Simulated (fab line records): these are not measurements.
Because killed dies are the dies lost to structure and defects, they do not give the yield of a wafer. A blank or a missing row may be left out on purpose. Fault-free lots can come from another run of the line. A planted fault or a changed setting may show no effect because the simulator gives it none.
Split-lot study    flow n5_finfet    7 lots, 39 wafers read, on a route of 1938 steps

== ABOUT THE SPLIT ==
At N5_SD_EPI_P_EXPOSE_06 (exposes mask SD P BLK, target cd 240 nm), the setting dose_mj was moved away from the recipe's 39.5 on 6 of the 39 wafers read, by -6.6% to -3.2%. The other wafers ran this setting at the recipe's value.

== FROM THE SPLIT TO THE READING: what the file shows between them, 2 steps ==
- N5_SD_EPI_P_PEB_07: peb time 60 s
- N5_SD_EPI_P_DEVELOP_08: develop time 30 s

== THE READING ==
At N5_SD_EPI_P_CD_MEAS_09: cd_nm in nanometres, against a target cd of 240 nm. Fault-free wafers of this fab line usually give 240.2 nm, standard deviation 0.86 nm.

wafer   tool, chamber at the split  dose_mj as run  against the recipe  cd_nm, nm  against lot-mates on the recipe
L077.1  arfi_scanner-01, 0          39.5            recipe              239.6      -
L077.2  arfi_scanner-01, 0          39.5            recipe              240.2      -
L077.3  arfi_scanner-01, 0          39.5            recipe              242.0      -
L077.4  arfi_scanner-01, 0          39.5            recipe              241.1      -
L077.5  arfi_scanner-01, 0          39.5            recipe              240.6      -
L077.6  arfi_scanner-01, 0          39.5            recipe              240.8      -
L078.1  arfi_scanner-03, 0          38.22           -3.2%               239.4      -1.6
L078.2  arfi_scanner-03, 0          39.5            recipe              241.9      -
L078.3  arfi_scanner-03, 0          38.22           -3.2%               239.2      -1.8
L078.4  arfi_scanner-03, 0          39.5            recipe              241.1      -
L078.5  arfi_scanner-03, 0          38.22           -3.2%               238.4      -2.6
L078.6  arfi_scanner-03, 0          39.5            recipe              240.1      -
L079.1  arfi_scanner-03, 0          39.5            recipe              239.3      -
L079.2  arfi_scanner-03, 0          39.5            recipe              239.1      -
L079.3  arfi_scanner-03, 0          39.5            recipe              240.1      -
L079.4  arfi_scanner-03, 0          39.5            recipe              240.8      -
L079.5  arfi_scanner-03, 0          39.5            recipe              240.3      -
L079.6  arfi_scanner-03, 0          39.5            recipe              240.3      -
L086.1  arfi_scanner-03, 0          39.5            recipe              238.7      -
L086.2  arfi_scanner-03, 0          39.5            recipe              240.2      -
L086.3  arfi_scanner-03, 0          39.5            recipe              240.8      -
L086.4  arfi_scanner-03, 0          39.5            recipe              240.2      -
L086.5  arfi_scanner-03, 0          39.5            recipe              240.1      -
L086.6  arfi_scanner-03, 0          39.5            recipe              239.6      -
L088.1  arfi_scanner-01, 0          36.9            -6.6%               235.5      -5.1
L088.2  arfi_scanner-01, 0          36.9            -6.6%               235.3      -5.3
L088.3  arfi_scanner-01, 0          39.5            recipe              240.3      -
L088.4  arfi_scanner-01, 0          39.5            recipe              240.2      -
L088.5  arfi_scanner-01, 0          36.9            -6.6%               235.8      -4.8
L088.6  arfi_scanner-01, 0          39.5            recipe              241.4      -
L095.2  arfi_scanner-02, 0          39.5            recipe              239.9      -
L095.3  arfi_scanner-02, 0          39.5            recipe              239.1      -
L095.4  arfi_scanner-02, 0          39.5            recipe              239.0      -
L097.1  arfi_scanner-01, 0          39.5            recipe              240.1      -
L097.2  arfi_scanner-01, 0          39.5            recipe              240.3      -
L097.3  arfi_scanner-01, 0          39.5            recipe              239.8      -
L097.4  arfi_scanner-01, 0          39.5            recipe              239.4      -
L097.5  arfi_scanner-01, 0          39.5            recipe              241.7      -
L097.6  arfi_scanner-01, 0          39.5            recipe              240.5      -

THE FIT
A straight line over all 39 wafers: cd_nm changes by +0.661 nm for each +1% of dose_mj; r = +0.84; the points scatter about the line by 0.82 nm.
The same after taking each lot's own level away (the mean of its wafers on the recipe; 39 wafers): +0.749 nm for each +1%; r = +0.91; scatter 0.64 nm.
That fit puts the effect of the largest move of dose_mj on the reading at 4.9 nm.
From 239.33 to 241.03 nm: that is the span of the lots' own levels, equal to 2.0 times the standard deviation above.
So the slope is not independent of the lot-to-lot level: the two fits are not the same.
Check: with one of the wafers moved furthest among these (-6.6%) left out of the fit, the line predicts -4.83 nm for it against its lot-mates. Against them it came out at -5.13 nm.

== ADDITIONAL SPLITS CARRIED BY THESE WAFERS ==
Other splits were also applied to these wafers ahead of the reading. Each is held against what the fit with the lots' levels taken away leaves over:
other split on the same wafers     wafers away from the commonest value  r with cd_nm (lot level and that fit taken away)
N5_WELL_APT_IMPLANT_14 energy_kev  6                                     -0.27
N5_DUMMY_GATE_ETCH_37 source_w     9                                     -0.08

== THE WHOLE CHAIN: every reading that the file lists as answering this split, in the file's order ==
step                    what it does                                            reading                                                          change (the file's fit)                r (the file's)
N5_SD_EPI_P_CD_MEAS_09  target cd 240 nm                                        cd_nm                                                            +0.747 nm for each +1% of the setting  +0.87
N5_SD_EPI_P_DESCUM_14   chemistry O2, time 7.9 s                                SD_EPI_P.cd_nm (the simulator's own value, which no gauge read)  +0.785 nm for each +1% of the setting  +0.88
N5_SD_EPI_P_ETCH_36     etches SiARC in CF4, target depth 45.5 nm, time 75.8 s  SD_EPI_P.cd_nm (the simulator's own value, which no gauge read)  +0.765 nm for each +1% of the setting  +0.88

== THE FILE'S OWN FIT ==
cd_nm changes by +0.747 nm for each +1% of dose_mj, r = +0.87.
